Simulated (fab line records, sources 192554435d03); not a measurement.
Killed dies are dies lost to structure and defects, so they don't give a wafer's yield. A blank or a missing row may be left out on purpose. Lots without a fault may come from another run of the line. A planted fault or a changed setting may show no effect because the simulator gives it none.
Chamber matching | flow n5_finfet | N5_FIN_CUT_CUT_ETCH_15 on rie_si-03: 4 sister chambers
The step etches Si in HBr/Cl2/O2, target depth 100 nm, bt time 10 s, time 42.4 s. 8 wafers are shown with their chamber, then 8 later ones without.

WAFERS WITH THEIR CHAMBER
wafer  | chamber | drypump_motor_current_A (A) | throttle_valve_pct (%)
L078.1 | 0       | 5.6                         | 37.4
L079.5 | 2       | 6.2                         | 36.9
L082.1 | 1       | 6.2                         | 37.2
L082.3 | 0       | 5.6                         | 37.4
L085.3 | 3       | 6.0                         | 37.1
L085.5 | 2       | 6.2                         | 37.0
L085.6 | 3       | 6.0                         | 37.1
L087.1 | 1       | 6.3                         | 37.2

WAFERS WITHOUT THEIR CHAMBER
wafer  | drypump_motor_current_A (A) | throttle_valve_pct (%)
L087.4 | 5.6                         | 37.4
L087.5 | 5.6                         | 37.4
L089.2 | 6.0                         | 37.1
L089.3 | 6.2                         | 37.0
L089.5 | 6.0                         | 37.2
L095.2 | 6.0                         | 37.1
L095.4 | 5.6                         | 37.4
L095.5 | 6.0                         | 37.2

WHICH CHAMBER EACH WENT THROUGH
wafer  | from the rows above | in truth
L087.4 | 0                   | 0
L087.5 | 0                   | 0
L089.2 | 3                   | 3
L089.3 | 2                   | 2
L089.5 | 3                   | 3
L095.2 | 3                   | 3
L095.4 | 0                   | 0
L095.5 | 3                   | 3
Placed correctly: 8 of 8. Can't be placed from these rows: 0. Placed wrongly: 0.
How it was worked out, from the rows above alone: a wafer's distance from a chamber is the root of the sum, over the readings, of the square of ((its reading less the chamber's mean) divided by the reading's scatter). The wafer belongs to the nearest chamber; if the next one is less than 2 further off, it can't be placed. A chamber's mean is the mean of its shown wafers. The scatter: the root of (the sum of the squares of (reading less its chamber's mean) over the shown wafers, divided by (wafers less chambers)).
